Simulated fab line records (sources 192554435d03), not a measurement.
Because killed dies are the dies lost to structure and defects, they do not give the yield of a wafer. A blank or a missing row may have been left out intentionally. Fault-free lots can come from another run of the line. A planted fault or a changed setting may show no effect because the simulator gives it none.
Split-lot trial || flow n5Finfet || 21 wafers read from 7 lots, route of 1938 steps

SPLIT DETAILS
At N5_BEOL_M4_COAT_22 (resist thk 30 nm), the setting spinRpm was moved away from the recipe's 1500 rpm on 9 of the 21 wafers read, by -10.3% to +10.8%. The other wafers ran this setting at the recipe's value.

FROM THE SPLIT TO THE READING: what the file shows between them, 9 steps
- N5_BEOL_M4_EBR_24
- N5_BEOL_M4_SOFTBAKE_23: time 60 s
- N5_BEOL_M4_EXPOSE_25: exposes mask V3, defocus 5 nm
- N5_BEOL_M4_PEB_26: peb time 60 s
- N5_BEOL_M4_DEVELOP_27: develop time 30 s
- N5_BEOL_M4_DESCUM_33: chemistry O2, time 7 s (also split here: timeS)
- N5_BEOL_M4_ETCH_77: etches underlayer in N2/H2, target depth 6.5 nm, time 5.2 s
- N5_BEOL_M4_ETCH_69: etches SiARC in CF4, target depth 15.6 nm, time 26 s
- N5_BEOL_M4_ALD_98: deposits SiO2, target thk 2.5 nm, pulse time 1 s, co reactant pulse time 1 s

THE READING
CAR-EUV_of_BEOL_M4_COAT_22.thkNm (the simulator's own value, which no gauge read), in nm, at N5_BEOL_M4_ETCHBACK_99 (etches SiO2 in CHF3, target depth 5 nm, time 10.4 s). The file gives no usual value for it. Average 10.6 nm, standard deviation 0.27 nm, over the 12 wafers here run with the recipe.

{"wafer": "L076.1", "tool, chamber at the split": "lithoTrack-03, 0", "spinRpm as run, rpm": 1660, "against the recipe": "+10.7%", "CAR-EUV_of_BEOL_M4_COAT_22.thkNm, nm": 9.8, "against lot-mates on the recipe": -0.8}
{"wafer": "L076.2", "tool, chamber at the split": "lithoTrack-03, 0", "spinRpm as run, rpm": 1660, "against the recipe": "+10.7%", "CAR-EUV_of_BEOL_M4_COAT_22.thkNm, nm": 9, "against lot-mates on the recipe": -1.6}
{"wafer": "L076.4", "tool, chamber at the split": "lithoTrack-03, 0", "spinRpm as run, rpm": 1500, "against the recipe": "recipe", "CAR-EUV_of_BEOL_M4_COAT_22.thkNm, nm": 10.6, "against lot-mates on the recipe": "-"}
{"wafer": "L079.2", "tool, chamber at the split": "lithoTrack-01, 0", "spinRpm as run, rpm": 1500, "against the recipe": "recipe", "CAR-EUV_of_BEOL_M4_COAT_22.thkNm, nm": 10.6, "against lot-mates on the recipe": "-"}
{"wafer": "L079.5", "tool, chamber at the split": "lithoTrack-01, 0", "spinRpm as run, rpm": 1421, "against the recipe": "-5.3%", "CAR-EUV_of_BEOL_M4_COAT_22.thkNm, nm": 11.4, "against lot-mates on the recipe": "+0.8"}
{"wafer": "L079.6", "tool, chamber at the split": "lithoTrack-01, 0", "spinRpm as run, rpm": 1421, "against the recipe": "-5.3%", "CAR-EUV_of_BEOL_M4_COAT_22.thkNm, nm": 11.2, "against lot-mates on the recipe": "+0.6"}
{"wafer": "L080.1", "tool, chamber at the split": "lithoTrack-05, 0", "spinRpm as run, rpm": 1424, "against the recipe": "-5.1%", "CAR-EUV_of_BEOL_M4_COAT_22.thkNm, nm": 11.2, "against lot-mates on the recipe": "+0.8"}
{"wafer": "L080.6", "tool, chamber at the split": "lithoTrack-05, 0", "spinRpm as run, rpm": 1424, "against the recipe": "-5.1%", "CAR-EUV_of_BEOL_M4_COAT_22.thkNm, nm": 11.2, "against lot-mates on the recipe": "+0.8"}
{"wafer": "L080.4", "tool, chamber at the split": "lithoTrack-05, 0", "spinRpm as run, rpm": 1500, "against the recipe": "recipe", "CAR-EUV_of_BEOL_M4_COAT_22.thkNm, nm": 10.4, "against lot-mates on the recipe": "-"}
{"wafer": "L092.4", "tool, chamber at the split": "lithoTrack-03, 0", "spinRpm as run, rpm": 1500, "against the recipe": "recipe", "CAR-EUV_of_BEOL_M4_COAT_22.thkNm, nm": 10.6, "against lot-mates on the recipe": "-"}
{"wafer": "L092.5", "tool, chamber at the split": "lithoTrack-03, 0", "spinRpm as run, rpm": 1500, "against the recipe": "recipe", "CAR-EUV_of_BEOL_M4_COAT_22.thkNm, nm": 10.6, "against lot-mates on the recipe": "-"}
{"wafer": "L092.6", "tool, chamber at the split": "lithoTrack-03, 0", "spinRpm as run, rpm": 1346, "against the recipe": "-10.3%", "CAR-EUV_of_BEOL_M4_COAT_22.thkNm, nm": 12, "against lot-mates on the recipe": "+1.4"}
{"wafer": "L093.2", "tool, chamber at the split": "lithoTrack-01, 0", "spinRpm as run, rpm": 1500, "against the recipe": "recipe", "CAR-EUV_of_BEOL_M4_COAT_22.thkNm, nm": 11.2, "against lot-mates on the recipe": "-"}
{"wafer": "L093.3", "tool, chamber at the split": "lithoTrack-01, 0", "spinRpm as run, rpm": 1500, "against the recipe": "recipe", "CAR-EUV_of_BEOL_M4_COAT_22.thkNm, nm": 11.2, "against lot-mates on the recipe": "-"}
{"wafer": "L093.4", "tool, chamber at the split": "lithoTrack-01, 0", "spinRpm as run, rpm": 1500, "against the recipe": "recipe", "CAR-EUV_of_BEOL_M4_COAT_22.thkNm, nm": 10.6, "against lot-mates on the recipe": "-"}
{"wafer": "L094.4", "tool, chamber at the split": "lithoTrack-01, 0", "spinRpm as run, rpm": 1500, "against the recipe": "recipe", "CAR-EUV_of_BEOL_M4_COAT_22.thkNm, nm": 10.4, "against lot-mates on the recipe": "-"}
{"wafer": "L094.6", "tool, chamber at the split": "lithoTrack-01, 0", "spinRpm as run, rpm": 1500, "against the recipe": "recipe", "CAR-EUV_of_BEOL_M4_COAT_22.thkNm, nm": 10.4, "against lot-mates on the recipe": "-"}
{"wafer": "L094.5", "tool, chamber at the split": "lithoTrack-01, 0", "spinRpm as run, rpm": 1500, "against the recipe": "recipe", "CAR-EUV_of_BEOL_M4_COAT_22.thkNm, nm": 10.6, "against lot-mates on the recipe": "-"}
{"wafer": "L096.1", "tool, chamber at the split": "lithoTrack-01, 0", "spinRpm as run, rpm": 1662, "against the recipe": "+10.8%", "CAR-EUV_of_BEOL_M4_COAT_22.thkNm, nm": 9, "against lot-mates on the recipe": -1.4}
{"wafer": "L096.2", "tool, chamber at the split": "lithoTrack-01, 0", "spinRpm as run, rpm": 1662, "against the recipe": "+10.8%", "CAR-EUV_of_BEOL_M4_COAT_22.thkNm, nm": 9, "against lot-mates on the recipe": -1.4}
{"wafer": "L096.4", "tool, chamber at the split": "lithoTrack-01, 0", "spinRpm as run, rpm": 1500, "against the recipe": "recipe", "CAR-EUV_of_BEOL_M4_COAT_22.thkNm, nm": 10.4, "against lot-mates on the recipe": "-"}

FIT RESULTS
A straight line over all 21 wafers: CAR-EUV_of_BEOL_M4_COAT_22.thkNm changes by -0.131 nm for each +1% of spinRpm; r = -0.94; the points scatter about the line by 0.27 nm.
The same after taking each lot's own level away (the mean of its wafers on the recipe; 21 wafers): -0.128 nm for each +1%; r = -0.97; scatter 0.19 nm.
Per that fit: largest spinRpm move, reading shift of 1.4 nm.
The span of the lots' own levels, 10.40 to 11.00 nm, comes to 2.2 times the standard deviation stated above.
Consequently the slope shifts little with the lot-to-lot level, the two slopes agreeing.
Check: for one of the wafers moved furthest among these (+10.8%), held out of the fit, the line's prediction against its lot-mates is -1.33 nm. It came out at -1.4 nm against them.

FURTHER SPLITS ON THESE WAFERS
Other splits were also applied to these wafers ahead of the reading. Each is held against what the fit with the lots' levels taken away leaves over:
{"other split on the same wafers": "N5_BEOL_M4_DESCUM_33 timeS", "wafers away from the commonest value": 3, "r with CAR-EUV_of_BEOL_M4_COAT_22.thkNm (lot level and that fit taken away)": -0.69}

THE WHOLE CHAIN: every reading that the file lists as answering this split, in the file's order
{"step": "N5_BEOL_M4_COAT_22", "what it does": "resist thk 30 nm", "reading": "CAR-EUV_of_BEOL_M4_COAT_22.thkNm (the simulator's own value, which no gauge read)", "change (the file's fit)": "-0.146 nm for each +1% of the setting", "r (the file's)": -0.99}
{"step": "N5_BEOL_M4_DEVELOP_27", "what it does": "develop time 30 s", "reading": "CAR-EUV_of_BEOL_M4_COAT_22.thkNm (the simulator's own value, which no gauge read)", "change (the file's fit)": "-0.141 nm for each +1% of the setting", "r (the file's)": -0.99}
{"step": "N5_BEOL_M4_ETCHBACK_99", "what it does": "etches SiO2 in CHF3, target depth 5 nm, time 10.4 s", "reading": "CAR-EUV_of_BEOL_M4_COAT_22.thkNm (the simulator's own value, which no gauge read)", "change (the file's fit)": "-0.129 nm for each +1% of the setting", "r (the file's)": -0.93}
{"step": "N5_BEOL_M4_DESCUM_33", "what it does": "chemistry O2, time 7 s", "reading": "CAR-EUV_of_BEOL_M4_COAT_22.thkNm (the simulator's own value, which no gauge read)", "change (the file's fit)": "-0.146 nm for each +1% of the setting, in a fit together with timeS@BEOL_M4_DESCUM_33", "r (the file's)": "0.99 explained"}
{"step": "N5_BEOL_M4_ETCH_77", "what it does": "etches underlayer in N2/H2, target depth 6.5 nm, time 5.2 s", "reading": "CAR-EUV_of_BEOL_M4_COAT_22.thkNm (the simulator's own value, which no gauge read)", "change (the file's fit)": "-0.148 nm for each +1% of the setting, in a fit together with timeS@BEOL_M4_DESCUM_33", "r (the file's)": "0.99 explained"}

FILE'S OWN FIT
CAR-EUV_of_BEOL_M4_COAT_22.thkNm changes by -0.129 nm for each +1% of spinRpm, r = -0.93.
